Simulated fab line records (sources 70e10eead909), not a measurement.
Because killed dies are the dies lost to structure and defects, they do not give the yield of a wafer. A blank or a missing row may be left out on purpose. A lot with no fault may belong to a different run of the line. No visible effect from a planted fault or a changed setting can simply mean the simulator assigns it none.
fab line records | flow nand_harc
record: lots: 11 wafers: 33 last_day: 32
route steps=1302 shown P_ZERO_WELL@17 P_STI@80
lots that met no fault: from a run of the same line without faults
start_h: hours from the record's opening day to when the first of the lot's shown wafers began | wait_h: hours elapsed since this lot's preceding step | " identical to the entry in the row above | L1.1+2: several wafers, shown together as one row | - either no value or no given start | * or withheld: withheld | < > ~ a bound
route shown NAME@n: a module of which the file shows steps, and the number in the route of the first | usual: average and standard deviation across the fault-free wafers | same: alike in all rows | chamber/n: place in a boat | sites: the reading at each site | _std_site: the standard deviation of these | _edge_site: the outer-site mean with the inner-site mean subtracted | radius_mm: how far each site lies from the wafer's centre | mask NAME#n: copy n | behind: the tool/chamber that last shaped the wafer | hold: cause of the lot's hold/its duration in hours/its outcome | device: the transistor (n, p or np) that didn't switch | end of line: tests of these same wafers at the route's end | for a step that has no rows: nothing shown but its recipe | killed: not the wafer's yield, but the dies lost to structure and defects at the first sort | map: shows each die of a wafer: x if killed, . if not, _ if none is there
set.NAME: the setting the step ran with; set.NAME@STEP: the setting that earlier step ran with | model.NAME: the simulator's own value behind a step, which no gauge read
route steps across a sampled set of lots; one table per step, one row per wafer
services: a tool's chamber out of use, with start hour (start_h, from the record's first day; less than 0 if before it), hours out, and reason
== steps ==
step: NHARC_P_ZERO_WELL_ETCH_65
recipe: target_depth_a: 800 overetch_a: 240 time_s: 87.88 ion_energy_ev: 200 n2_flow_sccm: 150 h2_flow_sccm: 150 ar_flow_sccm: 0 rf_w: 400 bias_w: 150 chemistry: N2/H2
usual: drypump_motor_current_A: 5.7/0.37 oes_product_au: 1.002/0.01 rf_vpp_V: 430.6/2.4 showerhead_plenum_p_Torr: 2.05/0.081 throttle_valve_pct: 14.172/0.0088
columns lot.wafer tool chamber start_h wait_h drypump_motor_current_A oes_product_au rf_hours_counter_h rf_vpp_V showerhead_plenum_p_Torr throttle_valve_pct
L701.3 rie_diel-09 0 21.50 0.1 5.2 1.001 14 430.9 2.06 14.169
L701.5 " 3 " " 5.9 1.014 - 429.3 1.97 14.171
L701.6 " 0 " " 5.2 1.006 - 429.9 2.06 14.180
L702.2 rie_diel-09 0 31.36 0.1 5.2 1.001 19 431.2 2.06 14.171
L702.1 " 1 " " 6.1 0.990 16 432.3 2.14 14.186
L702.5 " 3 " " 5.9 1.016 - 429.8 1.97 14.165
L706.3 rie_diel-09 3 71.45 0.1 5.9 1.014 33 428.6 1.97 14.172
L706.2 " 0 " " 5.2 1.002 32 430.4 2.05 14.186
L706.5 " 0 " " 5.2 1.007 - 431.1 2.05 14.164
L707.4 rie_diel-12 0 81.50 0.1 5.6 1.003 52 431.7 2.10 14.172
L707.5 " 2 " " 6.0 0.998 - 425.7 1.89 14.170
L707.6 " 3 " " 5.1 0.988 - 431.5 2.09 14.178
L710.3 rie_diel-09 0 111.56 0.1 5.2 1.008 46 430.9 2.05 14.176
L710.5 " 0 " " 5.2 1.001 - 430.1 2.05 14.177
L710.6 " 1 " " 6.2 0.995 - 434.5 2.13 14.179
L716.3 rie_diel-02 0 171.38 0.1 6.1 0.992 42 430.4 2.06 14.177
L716.2 " 1 " " 6.0 1.009 40 432.5 2.09 14.171
L716.6 " 3 " " 5.2 1.022 - 425.9 1.94 14.189
L717.3 rie_diel-09 3 181.35 0.1 5.9 0.997 9 427.8 1.95 14.159
L717.5 " 3 " " 5.9 1.016 - 427.6 1.95 14.200
L717.6 " 0 " " 5.2 0.999 - 428.7 2.04 14.162
L719.2 rie_diel-12 2 201.36 0.1 6.0 1.002 39 426.1 1.88 14.180
L719.3 " 3 " " 5.1 0.995 38 431.5 2.08 14.177
L719.5 " 3 " " 5.1 1.003 - 430.8 2.08 14.188
L720.4 rie_diel-12 3 211.48 0.1 5.1 1.009 40 430.3 2.08 14.178
L720.1 " 0 " " 5.6 1.004 35 431.1 2.09 14.178
L720.5 " 3 " " 5.1 1.015 - 431.8 2.08 14.175
L721.1 rie_diel-09 2 221.39 0.1 5.7 0.999 19 432.9 2.14 14.166
L721.3 " 3 " " 5.9 1.007 19 427.6 1.95 14.182
L721.5 " 0 " " 5.2 0.996 - 430.8 2.04 14.175
L723.1 rie_diel-09 2 241.54 0.1 5.7 0.993 26 433.4 2.14 14.174
L723.4 " 1 " " 6.2 1.005 26 433.2 2.12 14.186
L723.5 " 3 " " 5.9 1.017 - 428.0 1.95 14.162
step: NHARC_P_ZERO_WELL_DESCUM_54
recipe: time_s: 3 o2_flow_sccm: 200 ar_flow_sccm: 0 bias_power_w: 0 chemistry: O2
usual: drypump_motor_current_A: 5.7/0.35 oes_product_au: 1.001/0.012 rf_vpp_V: 57.7/0.9 showerhead_plenum_p_Torr: 1.91/0.076 throttle_valve_pct: 11.311/0.0092
same: bias_power_w: 0
columns lot.wafer tool chamber start_h wait_h drypump_motor_current_A oes_product_au rf_hours_counter_h rf_vpp_V showerhead_plenum_p_Torr throttle_valve_pct
L701.3 rie_diel-02 0 25.91 - 6.1 1.014 46 57.9 1.95 11.307
L701.6 " 0 " " 6.1 1.006 - 57.1 1.95 11.309
L701.5 " 1 " " 6.0 1.014 - 58.6 1.97 11.324
L702.1 rie_diel-09 1 35.78 - 6.2 0.969 17 57.4 2.01 11.311
L702.2 " 2 " " 5.7 0.984 17 57.9 2.02 11.302
L702.5 " 0 " " 5.2 0.989 - 58.3 1.93 11.325
L706.2 rie_diel-12 1 75.85 - 5.6 0.975 49 56.4 1.85 11.305
L706.3 " 3 " " 5.1 0.993 55 57.5 1.96 11.325
L706.5 " 1 " " 5.6 0.966 - 55.6 1.85 11.324
L707.4 rie_diel-02 2 85.67 - 5.7 1.001 10 57.0 1.83 11.327
L707.6 " 0 " " 6.1 0.993 - 56.0 1.94 11.326
L707.5 " 1 " " 6.0 1.010 - 57.3 1.97 11.314
L710.3 rie_diel-09 0 116.09 - 5.2 1.022 47 57.0 1.92 11.317
L710.5 " 2 " " 5.7 1.000 - 58.2 2.02 11.300
L710.6 " 3 " " 5.9 1.017 - 56.5 1.84 11.307
L716.3 rie_diel-12 1 175.95 - 5.5 1.000 25 57.9 1.84 11.313
L716.2 " 2 " " 6.0 1.000 28 57.4 1.77 11.308
L716.6 " 0 " " 5.6 0.996 - 60.0 1.96 11.312
L717.3 rie_diel-02 3 185.80 - 5.2 1.001 44 58.6 1.82 11.310
L717.6 " 2 " " 5.7 0.992 - 55.5 1.82 11.305
L717.5 " 3 " " 5.2 1.013 - 57.8 1.82 11.322
L719.3 rie_diel-12 0 205.90 - 5.5 0.998 34 57.9 1.96 11.296
L719.2 " 1 " " 5.5 0.999 35 59.1 1.84 11.297
L719.5 " 0 " " 5.6 0.992 - 58.4 1.96 11.298
L720.4 rie_diel-12 0 215.91 - 5.6 0.987 37 57.9 1.95 11.305
L720.1 " 1 " " 5.5 1.002 37 58.0 1.83 11.309
L720.5 " 3 " " 5.1 1.007 - 58.0 1.95 11.298
L721.3 rie_diel-12 0 227.06 - 5.6 1.000 42 57.1 1.95 11.316
L721.1 " 3 " " 5.1 1.002 47 58.0 1.95 11.322
L721.5 " 1 " " 5.6 0.990 - 56.3 1.83 11.301
L723.1 rie_diel-09 3 246.02 - 5.9 1.007 26 57.3 1.83 11.306
L723.4 " 0 " " 5.2 0.994 27 56.2 1.91 11.315
L723.5 " 1 " " 6.2 0.991 - 60.0 1.99 11.314
step: NHARC_P_STI_EXPOSE_06
recipe: na: 0.55 target_cd_nm: 200 dose_mj: 37.69 mask_id: P_STI
columns lot.wafer tool chamber start_h wait_h mask
L701.3+5+6 krf_scanner-04 0 44.24 - P_STI#0
L702.1+2+5 krf_scanner-04 0 53.68 - P_STI#0
L706.2+3+5 krf_scanner-04 0 92.99 - P_STI_R1#0
L707.4+5+6 krf_scanner-02 0 103.43 - P_STI#0
L710.3+5+6 krf_scanner-02 0 135.94 - P_STI#0
L716.2+3+6 krf_scanner-04 0 195.02 - P_STI#0
L717.3+5+6 krf_scanner-04 0 202.54 - P_STI#0
L719.2+3+5 krf_scanner-01 0 224.53 - P_STI#0
L720.1+4+5 krf_scanner-04 0 234.71 - P_STI#0
L721.1+3+5 krf_scanner-01 0 245.92 - P_STI#0
L723.1+4+5 krf_scanner-01 0 262.37 - P_STI#0
step: NHARC_P_STI_CD_MEAS_09
recipe: target_cd_nm: 200 landing_energy_ev: 500
usual: cd_nm: 199/3.8
columns lot.wafer tool chamber start_h wait_h cd_nm
L701.3 cd_sem-02 0 44.38 - 196
L701.5 " 0 " " 196
L701.6 " 0 " " 202
L702.1 cd_sem-01 0 53.83 - 195
L702.2 " 0 " " 199
L702.5 " 0 " " 194
L706.2 cd_sem-03 0 93.14 - 234
L706.3 " 0 " " 233
L706.5 " 0 " " 233
L707.4 cd_sem-03 0 103.57 - 202
L707.5 " 0 " " 204
L707.6 " 0 " " 201
L710.3 cd_sem-03 0 136.08 - 210
L710.5 " 0 " " 203
L710.6 " 0 " " 201
L716.2 cd_sem-01 0 195.17 - 194
L716.3 " 0 " " 194
L716.6 " 0 " " 198
L717.3 cd_sem-01 0 202.68 - 196
L717.5 " 0 " " 200
L717.6 " 0 " " 195
L719.2 cd_sem-03 0 224.68 - 192
L719.3 " 0 " " 192
L719.5 " 0 " " 196
L720.1 cd_sem-01 0 234.86 - 201
L720.4 " 0 " " 197
L720.5 " 0 " " 200
L721.1 cd_sem-03 0 246.07 - 201
L721.3 " 0 " " 199
L721.5 " 0 " " 199
L723.1 cd_sem-03 0 262.52 - 204
L723.4 " 0 " " 203
L723.5 " 0 " " 198
step: NHARC_P_STI_ETCH_15
recipe: target_depth_a: 3000 taper_deg: 4 time_s: 100.1 hbr_flow_sccm: 150 cl2_flow_sccm: 50 rf_w: 400 icp_w: 400 bias_w: 100 chemistry: HBr/Cl2
usual: drypump_motor_current_A: 5.6/0.42 oes_product_au: 1.002/0.012 throttle_valve_pct: 26.408/0.0088
columns lot.wafer tool chamber start_h wait_h drypump_motor_current_A oes_product_au rf_hours_counter_h throttle_valve_pct
L701.3 rie_si-05 0 44.91 - 4.9 0.995 0.5 26.419
L701.6 " 0 " " 4.9 1.004 - 26.401
L701.5 " 1 " " 5.7 0.995 - 26.388
L702.2 rie_si-06 3 54.39 - 6.0 1.011 1.1 26.403
L702.1 " 1 " " 4.8 1.026 0.9 26.415
L702.5 " 2 " " 5.9 1.023 - 26.408
L706.3 rie_si-02 3 93.71 - 5.9 1.015 1.1 26.411
L706.2 " 0 " " 5.9 1.001 1.1 26.414
L706.5 " 1 " " 5.4 1.016 - 26.401
L707.4 rie_si-05 2 104.14 - 5.7 0.998 0.9 26.395
L707.5 " 3 " " 5.5 1.007 - 26.407
L707.6 " 0 " " 4.9 0.984 - 26.398
L710.3 rie_si-06 1 136.66 - 4.8 1.014 0.2 26.402
L710.6 " 3 " " 6.0 1.003 - 26.406
L710.5 " 0 " " 5.5 0.992 - 26.407
L716.2 rie_si-02 1 195.74 - 5.3 0.993 0.5 26.401
L716.3 " 0 " " 5.9 1.006 0.5 26.407
L716.6 " 2 " " 6.2 1.004 - 26.418
L717.3 rie_si-06 1 203.24 - 4.8 1.020 0.6 26.412
L717.6 " 3 " " 6.0 1.022 - 26.401
L717.5 " 0 " " 5.5 0.988 - 26.401
L719.3 rie_si-06 2 225.24 - 5.9 0.987 0.9 26.391
L719.2 " 3 " " 6.0 1.016 1.0 26.406
L719.5 " 0 " " 5.5 0.992 - 26.419
L720.4 rie_si-06 0 235.40 - 5.6 0.998 1.0 26.401
L720.1 " 3 " " 6.0 1.023 1.0 26.400
L720.5 " 1 " " 4.7 1.012 - 26.403
L721.3 rie_si-05 2 246.64 - 5.7 0.989 0.6 26.409
L721.1 " 3 " " 5.5 0.975 0.7 26.410
L721.5 " 0 " " 4.9 0.982 - 26.401
L723.1 rie_si-06 2 263.07 - 5.9 1.009 0.1 26.411
L723.4 " 0 " " 5.5 0.994 0.0 26.410
L723.5 " 2 " " 5.9 1.007 - 26.396
step: NHARC_P_STI_OCD_MEAS_17
usual: trench_depth_nm: 301/5.4 trench_foot_cd_nm: 157/3.9
columns lot.wafer tool chamber start_h wait_h trench_depth_nm trench_foot_cd_nm
L701.3 ocd-02 - 45.16 0.1 300 153
L701.5 " - " " 297 155
L701.6 " - " " 301 160
L702.1 ocd-01 - 54.62 0.1 312 152
L702.2 " - " " 306 157
L702.5 " - " " 314 150
L706.2 ocd-02 - 93.93 0.1 304 192
L706.3 " - " " 308 189
L706.5 " - " " 309 190
L707.4 ocd-02 - 104.35 0.1 299 160
L707.5 " - " " 308 161
L707.6 " - " " 295 160
L710.3 ocd-01 - 136.88 0.1 307 167
L710.5 " - " " 294 162
L710.6 " - " " 302 158
L716.2 ocd-02 - 195.99 0.1 298 153
L716.3 " - " " 305 151
L716.6 " - " " 303 156
L717.3 ocd-01 - 203.47 0.1 311 153
L717.5 " - " " 295 159
L717.6 " - " " 309 151
L719.2 ocd-01 - 225.46 0.1 307 149
L719.3 " - " " 296 151
L719.5 " - " " 294 155
L720.1 ocd-01 - 235.66 0.1 309 158
L720.4 " - " " 300 155
L720.5 " - " " 310 156
L721.1 ocd-01 - 246.86 0.1 295 160
L721.3 " - " " 295 157
L721.5 " - " " 294 158
L723.1 ocd-01 - 263.30 0.1 306 162
L723.4 " - " " 296 161
L723.5 " - " " 304 155
== services ==
columns tool chamber start_h hours kind
krf_scanner-04 - 10.01 4.0 pm
rie_si-06 2 34.58 3.9 repair
rie_diel-02 - 40.35 9.0 pm
rie_diel-12 2 42.58 3.5 repair
rie_si-06 - 72.00 9.0 pm
rie_si-05 1 85.60 3.2 repair
rie_diel-12 - 91.50 9.0 pm
krf_scanner-01 - 96.85 4.5 repair
rie_diel-02 2 97.06 9.3 repair
krf_scanner-04 - 106.43 0.9 repair
rie_diel-02 0 108.22 3.7 repair
rie_si-05 - 128.00 9.0 pm
rie_diel-12 - 141.92 0.6 repair
rie_diel-09 - 144.30 0.9 repair
rie_diel-02 0 173.06 6.3 repair
rie_si-06 - 174.79 0.2 repair
rie_diel-02 1 175.62 11.2 repair
krf_scanner-04 - 182.01 4.0 pm
rie_si-06 0 190.75 2.7 repair
rie_diel-12 1 216.14 10.1 repair
rie_diel-02 - 217.35 9.0 pm
rie_diel-02 0 246.34 2.0 repair
rie_si-06 - 249.00 9.0 pm
rie_diel-02 1 250.84 4.1 repair
== key ==
first_sign: step: NHARC_P_STI_EXPOSE_06 reading: mask direction: changed
effect: step: NHARC_P_STI_CD_MEAS_09 reading: cd_nm direction: up sigmas: 9.1 usual: 199 struck: 233
effect: step: NHARC_P_STI_OCD_MEAS_17 reading: trench_foot_cd_nm direction: up sigmas: 8.7 usual: 157 struck: 191
met_at NHARC_P_STI_EXPOSE_06
struck_lots L706
tester_left_out L706
not_acting_at NHARC_P_ZERO_WELL_ETCH_65,NHARC_P_ZERO_WELL_DESCUM_54,NHARC_P_STI_ETCH_15
onset_between 53.68 92.99
fault: kind: wrong_mask tool: any chamber: - onset_h: 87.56 steps: NHARC_P_STI_EXPOSE_06 aux_copy: P_STI_R1#0 cd_offset_nm: 32.495 scope: struck_lots_only
tester_left_out: of these lots the tester's yield and bins aren't shown, on N5 and GAA mostly nor the transistor test; their killed dies are dies lost to structure and defects alone, not to doping, threshold or leakage, so they don't give the yield
